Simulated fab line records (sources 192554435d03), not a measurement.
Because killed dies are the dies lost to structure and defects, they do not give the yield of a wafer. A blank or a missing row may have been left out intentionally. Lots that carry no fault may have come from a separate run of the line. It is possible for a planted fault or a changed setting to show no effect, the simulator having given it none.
One fault through the eyes of 3 desks | flow n5Finfet | what lay behind the numbers comes last; until then each desk has only its own

== METROLOGY DESK ==
What the gauges read, lot by lot, whatever tool the lot ran on: means of the sampled wafers that have a number. If a lot's mean is further than 4 standard deviations from the usual mean, the lot is out of limits and carries the mark OUT (the distance appears in the brackets).
Columns: A = cdNm at N5_HKMG_FIN_CD_MEAS_49, usual 202.0 nm; B = NDIPOLE_OVL at N5_HKMG_FIN_OVL_MEAS_50, usual 0.3 nm
lot  | first seen here | A     | B
L158 | day 5 11:22     | 201.8 | -0.2
L161 | day 6 07:51     | 202.0 | 1.0
L162 | day 6 16:08     | 202.4 | 0.5
L172 | day 9 00:17     | 201.7 | 0.5
L173 | day 9 08:25     | 201.9 | 0.4
L174 | day 9 13:26     | 201.1 | 0.7
This desk found nothing out of limits on any of the 6 lots.

== AT THE TOOL OWNER'S DESK: rieDiel-02 ==
The tool's own readings at N5_HKMG_FIN_DESCUM_53 (chemistry O2, time 7.9 s): means of the sampled wafers that have a number, for each lot that ran on this tool. If a lot's mean is further than 4 standard deviations from the usual mean, the lot is out of limits and carries the mark OUT (the distance appears in the brackets).
Columns: A = drypumpMotorCurrentA at N5_HKMG_FIN_DESCUM_53, usual 5.7 A; B = oesProductAu at N5_HKMG_FIN_DESCUM_53, usual 0.81 a.u.; C = rfVppV at N5_HKMG_FIN_DESCUM_53, usual 242.8 V; D = showerheadPlenumPTorr at N5_HKMG_FIN_DESCUM_53, usual 2.07 Torr; E = throttleValvePct at N5_HKMG_FIN_DESCUM_53, usual 20.35 %
lot  | first seen here | A   | B    | C     | D    | E
L158 | day 5 11:28     | 5.9 | 0.84 | 244.0 | 2.08 | 20.28
L172 | day 9 00:22     | 5.6 | 0.77 | 243.3 | 2.09 | 20.32
L173 | day 9 08:31     | 5.9 | 0.80 | 243.1 | 2.07 | 20.34
This desk found nothing out of limits on any of the 3 lots.

== THE DEFECT DESK ==
What the inspections along the route counted, lot by lot: means of the sampled wafers that have a number. If a lot's mean is further than 4 standard deviations from the usual mean, the lot is out of limits and carries the mark OUT (the distance appears in the brackets).
Columns: A = rawDefectCount at N5_HKMG_FIN_INSPECT_61, usual 1.8
lot  | first seen here | A
L158 | day 5 11:26     | 0.3
L161 | day 6 07:55     | 1.7
L162 | day 6 16:11     | 3.0
L172 | day 9 00:20     | 1.3
L173 | day 9 08:29     | 2.3
L174 | day 9 13:29     | 2.7
This desk found nothing out of limits on any of the 6 lots.

== BROUGHT TOGETHER ==
At the metrology desk, nothing out of limits was observed.
The desk of the tool owner found nothing out of limits.
The defect desk saw nothing out of limits.

== WHAT HAD BEEN PUT IN BY THE SIMULATOR ==
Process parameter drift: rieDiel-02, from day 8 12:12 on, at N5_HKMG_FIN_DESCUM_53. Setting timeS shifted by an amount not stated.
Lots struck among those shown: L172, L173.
